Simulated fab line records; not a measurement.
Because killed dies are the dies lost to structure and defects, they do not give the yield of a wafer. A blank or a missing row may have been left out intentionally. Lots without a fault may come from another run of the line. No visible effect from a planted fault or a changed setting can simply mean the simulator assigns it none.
fab line records | flow n5-finfet
record: lots: 8 | wafers: 24 | last-day: 18
route steps=1938 shown BEOL_M0_SAQP@652 BEOL_M4@1111
lots untouched by any fault: they come from a run of this same line in which no faults occurred
start-h: start of the lot's first displayed wafer, in hours after the record's first day | wait-h: hours elapsed since this lot's preceding step | " the same as in the row above | L1.1+2: a single row standing in for several wafers | - no value, or no start was given | * or withheld: withheld | < > ~ a bound
route shown NAME@n: names a module that has steps shown in the file, with the first one's number in the route | usual: mean/standard deviation of fault-free wafers | same: alike in all rows | chamber/n: place in a boat | sites: each site's reading | _std_site: standard deviation of those values | _edge_site: mean of outer sites minus mean of inner sites | radius-mm: how far each site lies from the wafer's centre | mask NAME#n: copy n | behind: tool/chamber where the wafer was last shaped | hold: why the lot went on hold/how many hours it stayed there/how the hold came to an end | device: which transistor (n, p or np) failed to switch | end of line: tests of these same wafers at the route's end | step lacking rows: just its recipe | killed: the dies lost at the first sort to structure and to defects; this is not the yield of the wafer | map: shows each die of a wafer: x if killed, . if not, _ if none is there
set.NAME: the setting as run; set.NAME@STEP: as run at that earlier step | model.NAME: the simulator's own value behind a step, which no gauge read
the route's steps for a sample of lots (tables are steps, rows are wafers)
services: the hour from which a tool's chamber was out of use, counted from the record's first day as start-h (under 0 if before that day), plus the number of hours and why
== steps ==
step: N5_BEOL_M0_SAQP_DESCUM_19
recipe: chemistry: O2 | time-s: 7.9 | source-power-w: 50 | bias-power-w: 20 | pressure-mtorr: 20 | rf-frequency-hz: 2.712e+07 | temp-c: 40 | resist: CAR-ArF | o2-flow-sccm: 225
usual: drypump-motor-current-A: 5.6/0.44 | oes-product-au: 0.80/0.089 | rf-vpp-V: 243.5/1.5 | showerhead-plenum-p-Torr: 2.12/0.08 | throttle-valve-pct: 20.46/0.22
lot.wafer | tool        | chamber | start-h | wait-h | drypump-motor-current-A | oes-product-au | rf-hours-counter-h | rf-vpp-V | showerhead-plenum-p-Torr | throttle-valve-pct
L945.2    | rie-diel-03 | 2       | 128.40  | 0.0    | 5.4                     | 0.84           | 69                 | 245.7    | 2.22                     | 20.71
L945.5    | "           | 3       | "       | "      | 4.7                     | 0.89           | -                  | 242.3    | 2.04                     | 20.57
L945.6    | "           | 2       | "       | "      | 5.4                     | 0.84           | -                  | 246.2    | 2.22                     | 20.72
L947.2    | rie-diel-04 | 1       | 134.37  | 0.3    | 5.7                     | 0.86           | 57                 | 242.6    | 2.04                     | 20.12
L947.4    | "           | 3       | "       | "      | 6.5                     | 0.72           | 201                | 241.6    | 1.99                     | 20.52
L947.5    | "           | 0       | "       | "      | 5.8                     | 0.69           | -                  | 245.3    | 2.14                     | 20.53
L952.2    | rie-diel-01 | 3       | 164.41  | 0.1    | 5.4                     | 0.89           | 40                 | 243.1    | 2.13                     | 20.36
L952.3    | "           | 0       | "       | "      | 5.1                     | 0.88           | 41                 | 244.9    | 2.23                     | 20.47
L952.6    | "           | 0       | "       | "      | 5.1                     | 0.88           | -                  | 244.9    | 2.23                     | 20.45
L954.1    | rie-diel-04 | 2       | 179.05  | 0.1    | 5.8                     | 0.69           | 226                | 243.8    | 2.16                     | 20.70
L954.2    | "           | 3       | "       | "      | 6.5                     | 0.70           | 214                | 241.4    | 1.99                     | 20.52
L954.3    | "           | 1       | "       | "      | 5.7                     | 0.84           | 69                 | 242.2    | 2.04                     | 20.12
L955.1    | rie-diel-04 | 3       | 182.86  | 0.0    | 6.5                     | 0.70           | 215                | 241.9    | 1.99                     | 20.54
L955.3    | "           | 2       | "       | "      | 5.8                     | 0.68           | 228                | 244.0    | 2.16                     | 20.71
L955.5    | "           | 3       | "       | "      | 6.5                     | 0.70           | -                  | 241.1    | 1.99                     | 20.55
L960.2    | rie-diel-03 | 2       | 212.93  | 0.0    | 5.4                     | 0.81           | 92                 | 245.5    | 2.21                     | 20.73
L960.3    | "           | 1       | "       | "      | 5.9                     | 0.85           | 52                 | 243.1    | 2.13                     | 20.37
L960.5    | "           | 2       | "       | "      | 5.4                     | 0.82           | -                  | 246.3    | 2.21                     | 20.76
L964.3    | rie-diel-03 | 0       | 255.18  | 0.6    | 5.2                     | 0.95           | 5                  | 244.8    | 2.24                     | 20.37
L964.4    | "           | 3       | "       | "      | 4.8                     | 0.83           | 80                 | 242.4    | 2.03                     | 20.66
L964.5    | "           | 2       | "       | "      | 5.4                     | 0.79           | -                  | 244.4    | 2.20                     | 20.76
L965.1    | rie-diel-03 | 2       | 257.48  | 0.0    | 5.4                     | 0.79           | 110                | 243.5    | 2.20                     | 20.78
L965.2    | "           | 0       | "       | "      | 5.2                     | 0.94           | 6                  | 244.5    | 2.24                     | 20.36
L965.3    | "           | 3       | "       | "      | 4.8                     | 0.83           | 81                 | 244.2    | 2.02                     | 20.64
step: N5_BEOL_M0_SAQP_SPACER1_ETCHBACK_99
recipe: chemistry: CHF3/O2 | mode: anisotropic-etchback | target: SiO2 | target-depth-a: 154 | time-s: 7.7 | pressure-mtorr: 30 | source-w: 650 | bias-w: 170 | Ar_flow_sccm: 200 | CHF3_flow_sccm: 50 | O2_flow_sccm: 5 | ion-energy-ev: 200
usual: drypump-motor-current-A: 5.6/0.44 | mfc-ar-sccm: 200.1/0.62 | oes-product-au: 0.79/0.084 | rf-vpp-V: 524/5.7 | showerhead-plenum-p-Torr: 2.42/0.087 | throttle-valve-pct: 18.97/0.23
lot.wafer | tool        | chamber | start-h | wait-h | drypump-motor-current-A | mfc-ar-sccm | oes-product-au | rf-hours-counter-h | rf-vpp-V | showerhead-plenum-p-Torr | throttle-valve-pct
L945.2    | rie-diel-03 | 2       | 129.82  | 0.3    | 5.4                     | 200.9       | 0.85           | 69                 | 519      | 2.54                     | 19.15
L945.5    | "           | 1       | "       | "      | 5.9                     | 199.3       | 0.90           | -                  | 521      | 2.46                     | 18.77
L945.6    | "           | 0       | "       | "      | 5.2                     | 199.8       | 0.72           | -                  | 515      | 2.29                     | 19.15
L947.2    | rie-diel-04 | 3       | 135.74  | 0.3    | 6.5                     | 200.1       | 0.72           | 202                | 518      | 2.30                     | 18.97
L947.4    | "           | 2       | "       | "      | 5.8                     | 199.7       | 0.69           | 215                | 522      | 2.48                     | 19.13
L947.5    | "           | 3       | "       | "      | 6.5                     | 199.1       | 0.72           | -                  | 520      | 2.30                     | 18.98
L952.2    | rie-diel-03 | 0       | 165.88  | 0.4    | 5.2                     | 200.5       | 0.71           | 231                | 515      | 2.29                     | 19.18
L952.3    | "           | 3       | "       | "      | 4.8                     | 199.4       | 0.87           | 46                 | 524      | 2.35                     | 19.04
L952.6    | "           | 2       | "       | "      | 5.4                     | 199.5       | 0.84           | -                  | 519      | 2.53                     | 19.15
L954.1    | rie-diel-03 | 3       | 180.48  | 0.3    | 4.8                     | 199.9       | 0.86           | 51                 | 523      | 2.35                     | 19.06
L954.2    | "           | 1       | "       | "      | 5.9                     | 199.6       | 1.08           | 41                 | 520      | 2.45                     | 18.85
L954.3    | "           | 0       | "       | "      | 5.2                     | 200.2       | 0.69           | 236                | 516      | 2.29                     | 19.19
L955.1    | rie-diel-03 | 0       | 184.23  | 0.3    | 5.2                     | 199.7       | 0.70           | 237                | 514      | 2.29                     | 19.19
L955.3    | "           | 1       | "       | "      | 5.9                     | 199.5       | 1.09           | 42                 | 521      | 2.45                     | 18.85
L955.5    | "           | 0       | "       | "      | 5.2                     | 200.4       | 0.70           | -                  | 515      | 2.29                     | 19.19
L960.2    | rie-diel-04 | 0       | 214.44  | 0.3    | 5.7                     | 200.4       | 0.68           | 257                | 534      | 2.47                     | 19.15
L960.3    | "           | 1       | "       | "      | 5.7                     | 200.2       | 0.82           | 85                 | 529      | 2.33                     | 18.56
L960.5    | "           | 2       | "       | "      | 5.8                     | 199.3       | 0.68           | -                  | 521      | 2.47                     | 19.17
L964.3    | rie-diel-04 | 3       | 256.57  | 0.3    | 6.5                     | 200.1       | 0.70           | 224                | 520      | 2.29                     | 19.03
L964.4    | "           | 1       | "       | "      | 5.7                     | 201.0       | 0.80           | -                  | 528      | 2.33                     | 18.56
L964.5    | "           | 2       | "       | "      | 5.8                     | 200.3       | 0.68           | -                  | 522      | 2.47                     | 19.19
L965.1    | rie-diel-03 | 0       | 258.84  | 0.3    | 5.3                     | 198.9       | 0.94           | 7                  | 523      | 2.57                     | 18.82
L965.2    | "           | 3       | "       | "      | 4.7                     | 199.8       | 0.81           | 82                 | 522      | 2.34                     | 19.12
L965.3    | "           | 1       | "       | "      | 5.9                     | 199.7       | 0.83           | 70                 | 521      | 2.44                     | 18.86
step: N5_BEOL_M0_SAQP_ETCH_106
recipe: chemistry: N2/H2 | target: SOC | target-depth-a: 1500 | stop-on: SiNx | ion-energy-ev: 100 | bias-w: 61 | pressure-mtorr: 30 | source-w: 850 | n2-flow-sccm: 200 | h2-flow-sccm: 200
usual: drypump-motor-current-A: 5.6/0.45 | oes-product-au: 0.79/0.083 | rf-vpp-V: 241.0/1.5 | showerhead-plenum-p-Torr: 2.56/0.099 | throttle-valve-pct: 17.83/0.21
lot.wafer | tool        | chamber | start-h | wait-h | drypump-motor-current-A | oes-product-au | rf-hours-counter-h | rf-vpp-V | showerhead-plenum-p-Torr | throttle-valve-pct
L945.2    | rie-diel-03 | 2       | 130.79  | -      | 5.4                     | 0.84           | 69                 | 243.2    | 2.68                     | 18.03
L945.5    | "           | 3       | "       | "      | 4.7                     | 0.87           | -                  | 240.5    | 2.49                     | 17.92
L945.6    | "           | 2       | "       | "      | 5.4                     | 0.84           | -                  | 241.8    | 2.68                     | 18.02
L947.2    | rie-diel-01 | 2       | 136.78  | -      | 5.6                     | 0.68           | 234                | 239.7    | 2.51                     | 18.03
L947.4    | "           | 0       | "       | "      | 5.1                     | 0.88           | 33                 | 242.1    | 2.70                     | 17.85
L947.5    | "           | 3       | "       | "      | 5.4                     | 0.88           | -                  | 239.6    | 2.59                     | 17.68
L952.2    | rie-diel-03 | 2       | 166.92  | -      | 5.4                     | 0.83           | 78                 | 243.0    | 2.68                     | 18.03
L952.3    | "           | 3       | "       | "      | 4.7                     | 0.84           | 47                 | 239.9    | 2.48                     | 17.94
L952.6    | "           | 3       | "       | "      | 4.8                     | 0.84           | -                  | 241.0    | 2.48                     | 17.94
L954.1    | rie-diel-04 | 2       | 181.40  | -      | 5.8                     | 0.69           | 227                | 241.0    | 2.61                     | 17.99
L954.2    | "           | 1       | "       | "      | 5.7                     | 0.82           | 70                 | 239.6    | 2.47                     | 17.56
L954.3    | "           | 3       | "       | "      | 6.5                     | 0.70           | 215                | 238.5    | 2.41                     | 17.86
L955.1    | rie-diel-01 | 1       | 185.13  | -      | 6.0                     | 0.86           | 32                 | 243.4    | 2.70                     | 17.31
L955.3    | "           | 0       | "       | "      | 5.1                     | 0.85           | 47                 | 242.9    | 2.70                     | 17.88
L955.5    | "           | 2       | "       | "      | 5.6                     | 0.68           | -                  | 241.4    | 2.51                     | 18.06
L960.2    | rie-diel-03 | 1       | 215.37  | -      | 5.9                     | 0.84           | 52                 | 240.5    | 2.57                     | 17.68
L960.3    | "           | 0       | "       | "      | 5.2                     | 0.69           | 248                | 239.2    | 2.40                     | 18.06
L960.5    | "           | 1       | "       | "      | 6.0                     | 0.85           | -                  | 240.5    | 2.57                     | 17.69
L964.3    | rie-diel-04 | 2       | 257.58  | -      | 5.8                     | 0.67           | 250                | 242.3    | 2.60                     | 18.03
L964.4    | "           | 2       | "       | "      | 5.7                     | 0.66           | -                  | 241.7    | 2.60                     | 18.01
L964.5    | "           | 3       | "       | "      | 6.5                     | 0.70           | -                  | 236.9    | 2.41                     | 17.90
L965.1    | rie-diel-04 | 0       | 259.74  | -      | 5.8                     | 0.97           | 0                  | 241.8    | 2.60                     | 17.58
L965.2    | "           | 1       | "       | "      | 5.7                     | 0.80           | 93                 | 239.4    | 2.46                     | 17.57
L965.3    | "           | 3       | "       | "      | 6.5                     | 0.70           | 225                | 238.9    | 2.41                     | 17.89
step: N5_BEOL_M0_SAQP_ETCH_107
recipe: chemistry: CH3F/O2 | target: SiNx | target-depth-a: 300 | mask-material: SOC | pressure-mtorr: 30 | source-w: 395 | bias-w: 73 | Ar_flow_sccm: 150 | CH3F_flow_sccm: 30 | O2_flow_sccm: 20 | ion-energy-ev: 120
usual: CH3F_flow_sccm: 30.00/0.094 | drypump-motor-current-A: 5.6/0.45 | mfc-ar-sccm: 150.0/0.46 | oes-product-au: 0.80/0.086 | rf-vpp-V: 298/3.4 | showerhead-plenum-p-Torr: 2.02/0.077 | throttle-valve-pct: 16.39/0.24
lot.wafer | tool        | chamber | start-h | wait-h | CH3F_flow_sccm | drypump-motor-current-A | mfc-ar-sccm | oes-product-au | rf-hours-counter-h | rf-vpp-V | showerhead-plenum-p-Torr | throttle-valve-pct
L945.2    | rie-diel-03 | 2       | 130.85  | 0.0    | 29.97          | 5.4                     | 149.8       | 0.85           | 69                 | 296      | 2.11                     | 16.55
L945.5    | "           | 3       | "       | "      | 29.96          | 4.7                     | 151.0       | 0.89           | -                  | 297      | 1.95                     | 16.47
L945.6    | "           | 2       | "       | "      | 29.98          | 5.4                     | 150.6       | 0.85           | -                  | 294      | 2.11                     | 16.55
L947.2    | rie-diel-01 | 2       | 136.84  | 0.0    | 30.05          | 5.5                     | 149.9       | 0.69           | 234                | 297      | 1.98                     | 16.57
L947.4    | "           | 0       | "       | "      | 29.99          | 5.1                     | 150.0       | 0.90           | 33                 | 300      | 2.13                     | 16.24
L947.5    | "           | 3       | "       | "      | 30.09          | 5.4                     | 150.3       | 0.90           | -                  | 302      | 2.04                     | 16.24
L952.2    | rie-diel-03 | 2       | 166.98  | 0.0    | 30.05          | 5.4                     | 149.6       | 0.84           | 78                 | 294      | 2.11                     | 16.55
L952.3    | "           | 3       | "       | "      | 29.90          | 4.7                     | 149.7       | 0.85           | 47                 | 298      | 1.95                     | 16.47
L952.6    | "           | 3       | "       | "      | 29.86          | 4.7                     | 150.0       | 0.86           | -                  | 297      | 1.95                     | 16.49
L954.1    | rie-diel-04 | 2       | 181.46  | 0.0    | 29.93          | 5.8                     | 149.2       | 0.69           | 227                | 297      | 2.06                     | 16.62
L954.2    | "           | 1       | "       | "      | 29.87          | 5.7                     | 150.6       | 0.83           | 70                 | 300      | 1.94                     | 16.03
L954.3    | "           | 3       | "       | "      | 29.81          | 6.5                     | 150.0       | 0.71           | 215                | 295      | 1.90                     | 16.51
L955.1    | rie-diel-01 | 1       | 185.19  | 0.0    | 29.92          | 6.0                     | 150.1       | 0.87           | 32                 | 302      | 2.12                     | 15.87
L955.3    | "           | 0       | "       | "      | 30.09          | 5.1                     | 150.0       | 0.87           | 47                 | 297      | 2.12                     | 16.30
L955.5    | "           | 2       | "       | "      | 30.13          | 5.5                     | 150.6       | 0.69           | -                  | 295      | 1.98                     | 16.59
L960.2    | rie-diel-03 | 1       | 215.43  | 0.0    | 29.99          | 5.9                     | 149.8       | 0.86           | 52                 | 295      | 2.03                     | 16.25
L960.3    | "           | 0       | "       | "      | 30.04          | 5.2                     | 149.8       | 0.70           | 248                | 295      | 1.89                     | 16.70
L960.5    | "           | 1       | "       | "      | 30.04          | 5.9                     | 150.3       | 0.85           | -                  | 296      | 2.03                     | 16.25
L964.3    | rie-diel-04 | 2       | 257.64  | 0.0    | 29.94          | 5.8                     | 150.3       | 0.68           | 250                | 296      | 2.05                     | 16.66
L964.4    | "           | 2       | "       | "      | 30.03          | 5.8                     | 150.9       | 0.68           | -                  | 296      | 2.05                     | 16.67
L964.5    | "           | 3       | "       | "      | 30.04          | 6.5                     | 149.4       | 0.71           | -                  | 295      | 1.90                     | 16.53
L965.1    | rie-diel-04 | 0       | 259.80  | 0.0    | 29.99          | 5.8                     | 149.8       | 0.99           | 0                  | 303      | 2.05                     | 16.17
L965.2    | "           | 1       | "       | "      | 30.04          | 5.7                     | 150.2       | 0.80           | 93                 | 299      | 1.93                     | 16.05
L965.3    | "           | 3       | "       | "      | 30.08          | 6.5                     | 149.8       | 0.70           | 225                | 295      | 1.90                     | 16.52
step: N5_BEOL_M4_RC_MEAS_101
usual: DIBL_N: 36.4/1.3 | DIBL_P: 36.5/1.7 | IOFF_N: 0.154/0.022 | IOFF_P: 0.202/0.025 | ION_N: 671/9.8 | ION_P: 460/6.8 | SS_N: 71.6/0.54 | SS_P: 73.4/0.58 | VT_N: 250.9/2.8 | VT_P: -251.4/2.7
lot.wafer | tool      | chamber | start-h | wait-h | DIBL_N[mV/V] | DIBL_P[mV/V] | IOFF_N[nA/um] | IOFF_P[nA/um] | ION_N[uA/um] | ION_P[uA/um] | SS_N[mV/dec] | SS_P[mV/dec] | VT_N[mV] | VT_P[mV]
L945.2    | prober-02 | 0       | 182.20  | 0.2    | 39.3         | 38.5         | 0.174         | 0.185         | 669          | 447          | 72.4         | 74.5         | 252.2    | -256.8
L945.5    | "         | 0       | "       | "      | 36.8         | 36.2         | 0.132         | 0.155         | 662          | 446          | 71.7         | 72.9         | 253.1    | -256.9
L945.6    | "         | 0       | "       | "      | 35.7         | 34.4         | 0.116         | 0.142         | 657          | 444          | 71.4         | 73.5         | 258.6    | -256.9
L947.2    | prober-02 | 0       | 194.46  | 0.2    | 36.6         | 37.2         | 0.147         | 0.204         | 679          | 463          | 72.0         | 73.4         | 249.0    | -249.7
L947.4    | "         | 0       | "       | "      | 36.0         | 36.3         | 0.145         | 0.201         | 694          | 469          | 71.6         | 72.9         | 250.9    | -250.8
L947.5    | "         | 0       | "       | "      | 35.3         | 35.5         | 0.134         | 0.183         | 665          | 460          | 71.7         | 73.3         | 251.9    | -252.3
L952.2    | prober-01 | 0       | 220.87  | 0.2    | 37.0         | 36.6         | 0.162         | 0.231         | 680          | 472          | 71.5         | 73.0         | 248.9    | -249.5
L952.3    | "         | 0       | "       | "      | 36.2         | 35.5         | 0.148         | 0.208         | 674          | 463          | 71.1         | 72.7         | 249.8    | -251.7
L952.6    | "         | 0       | "       | "      | 35.5         | 34.2         | 0.134         | 0.188         | 671          | 462          | 71.2         | 71.7         | 249.6    | -250.8
L954.1    | prober-01 | 0       | 230.23  | 0.0    | 35.9         | 38.8         | 0.157         | 0.192         | 673          | 458          | 71.7         | 73.6         | 249.1    | -254.4
L954.2    | "         | 0       | "       | "      | 35.8         | 39.1         | 0.153         | 0.191         | 665          | 458          | 71.6         | 73.8         | 251.6    | -251.8
L954.3    | "         | 0       | "       | "      | 35.6         | 38.8         | 0.147         | 0.182         | 672          | 452          | 71.8         | 73.1         | 252.3    | -254.5
L955.1    | prober-02 | 0       | 230.72  | 0.0    | 36.2         | 36.7         | 0.164         | 0.205         | 681          | 464          | 71.7         | 72.6         | 250.9    | -250.8
L955.3    | "         | 0       | "       | "      | 35.1         | 35.4         | 0.143         | 0.187         | 671          | 459          | 71.8         | 72.5         | 252.5    | -251.6
L955.5    | "         | 0       | "       | "      | 34.2         | 33.9         | 0.132         | 0.176         | 671          | 458          | 71.3         | 72.5         | 251.3    | -253.4
L960.2    | prober-02 | 0       | 270.59  | 0.2    | 38.0         | 37.3         | 0.181         | 0.232         | 661          | 451          | 72.6         | 73.1         | 249.9    | -248.6
L960.3    | "         | 0       | "       | "      | 37.6         | 37.1         | 0.163         | 0.225         | 672          | 461          | 72.0         | 73.5         | 252.3    | -251.1
L960.5    | "         | 0       | "       | "      | 37.0         | 36.4         | 0.157         | 0.221         | 671          | 463          | 71.7         | 73.4         | 250.5    | -250.3
L965.1    | prober-01 | 0       | 305.59  | 0.0    | 36.1         | 37.4         | 0.157         | 0.192         | 677          | 453          | 71.5         | 73.3         | 247.4    | -252.0
L965.2    | "         | 0       | "       | "      | 37.4         | 38.9         | 0.189         | 0.220         | 685          | 465          | 71.6         | 74.2         | 245.6    | -250.3
L965.3    | "         | 0       | "       | "      | 37.3         | 38.9         | 0.187         | 0.211         | 669          | 455          | 71.8         | 73.7         | 248.7    | -251.6
L964.3    | prober-01 | 0       | 310.98  | 0.3    | 34.7         | 34.7         | 0.130         | 0.191         | 662          | 459          | 71.6         | 72.5         | 253.3    | -251.2
L964.4    | "         | 0       | "       | "      | 35.0         | 35.3         | 0.134         | 0.199         | 679          | 466          | 70.6         | 72.7         | 251.0    | -248.1
L964.5    | "         | 0       | "       | "      | 35.2         | 36.0         | 0.145         | 0.215         | 672          | 464          | 71.2         | 72.4         | 250.8    | -249.1
== services ==
tool        | chamber | start-h | hours | kind
rie-diel-04 | 1       | 105.96  | 14.5  | repair
rie-diel-04 | 3       | 120.72  | 9.8   | repair
rie-diel-03 | 2       | 147.89  | 8.5   | repair
rie-diel-04 | -       | 150.63  | 0.2   | repair
rie-diel-01 | 2       | 163.08  | 6.8   | repair
rie-diel-04 | 0       | 179.56  | 5.8   | repair
rie-diel-04 | 3       | 185.77  | 45.5  | repair
rie-diel-01 | 2       | 199.95  | -     | clean
rie-diel-01 | 2       | 199.95  | -     | consumable-replace:focus-ring
rie-diel-03 | 0       | 219.55  | -     | clean
rie-diel-03 | 0       | 219.55  | -     | consumable-replace:focus-ring
rie-diel-03 | 0       | 219.55  | -     | consumable-replace:showerhead
rie-diel-03 | 0       | 219.55  | 19.9  | scheduled-down
rie-diel-03 | 0       | 219.55  | 19.9  | vent-cycle
rie-diel-04 | 0       | 242.16  | -     | clean
rie-diel-04 | 0       | 242.16  | -     | consumable-replace:focus-ring
rie-diel-04 | 0       | 242.16  | 16.1  | scheduled-down
rie-diel-04 | 0       | 242.16  | 16.1  | vent-cycle
rie-diel-04 | 1       | 246.44  | 6.6   | repair
rie-diel-04 | 2       | 248.61  | 3.7   | repair
rie-diel-04 | 2       | 258.24  | -     | clean
rie-diel-04 | 2       | 258.24  | -     | consumable-replace:focus-ring
rie-diel-04 | 2       | 258.24  | 21.9  | scheduled-down
rie-diel-04 | 2       | 258.24  | 21.9  | vent-cycle
== key ==
first-sign: step: N5_BEOL_M0_SAQP_SPACER1_ETCHBACK_99 | reading: oes-product-au | direction: up | sigmas: 3.4 | usual: 0.79 | struck: 1.08
effect none on later readings
met-at N5_BEOL_M0_SAQP_SPACER1_ETCHBACK_99
struck-lots L954,L955
struck-wafers L954.2,L955.3
not-acting-at N5_BEOL_M0_SAQP_DESCUM_19,N5_BEOL_M0_SAQP_ETCH_106,N5_BEOL_M0_SAQP_ETCH_107
onset-between 129.82 180.48
fault: kind: process-parameter-drift | tool: rie-diel-03 | chamber: 1 | onset-h: 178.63 | steps: N5_BEOL_M0_SAQP_SPACER1_ETCHBACK_99 | channel: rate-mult | offset: 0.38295 | shape: step | end-h: 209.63
